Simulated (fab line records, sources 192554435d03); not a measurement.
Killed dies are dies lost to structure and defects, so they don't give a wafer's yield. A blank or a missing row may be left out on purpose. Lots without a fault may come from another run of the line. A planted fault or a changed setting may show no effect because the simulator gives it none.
Chamber matching | flow n5_finfet | N5_BEOL_M4_VIA_ETCH_34 on rie_diel-04: 4 sister chambers
The step etches the open film in C4F6/O2, target depth 69.4 nm, time 65.9 s. 7 wafers are shown with their chamber, then 7 later ones without.

WAFERS WITH THEIR CHAMBER
wafer  | chamber | throttle_valve_pct (%) | showerhead_plenum_p_Torr (Torr)
L081.2 | 3       | 30.91                  | 3.01
L081.3 | 2       | 31.38                  | 2.69
L084.1 | 1       | 30.50                  | 2.89
L084.4 | 0       | 30.83                  | 2.81
L084.6 | 0       | 30.82                  | 2.81
L083.2 | 1       | 30.50                  | 2.88
L083.3 | 3       | 30.92                  | 3.01

WAFERS WITHOUT THEIR CHAMBER
wafer  | throttle_valve_pct (%) | showerhead_plenum_p_Torr (Torr)
L083.5 | 30.53                  | 2.88
L086.2 | 30.53                  | 2.88
L086.3 | 30.57                  | 2.81
L086.4 | 31.38                  | 2.69
L094.1 | 30.94                  | 3.00
L094.2 | 30.59                  | 2.80
L094.3 | 30.91                  | 3.03

WHICH CHAMBER EACH WENT THROUGH
wafer  | from the rows above | in truth
L083.5 | 1                   | 1
L086.2 | 1                   | 1
L086.3 | 1                   | 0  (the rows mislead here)
L086.4 | 2                   | 2
L094.1 | 3                   | 3
L094.2 | 1                   | 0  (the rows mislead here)
L094.3 | 3                   | 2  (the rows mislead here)
Placed correctly: 4 of 7. Can't be placed from these rows: 0. Placed wrongly: 3.
How it was worked out, from the rows above alone: a wafer's distance from a chamber is the root of the sum, over the readings, of the square of ((its reading less the chamber's mean) divided by the reading's scatter). The wafer belongs to the nearest chamber; if the next one is less than 2 further off, it can't be placed. A chamber's mean is the mean of its shown wafers. The scatter: the root of (the sum of the squares of (reading less its chamber's mean) over the shown wafers, divided by (wafers less chambers)).
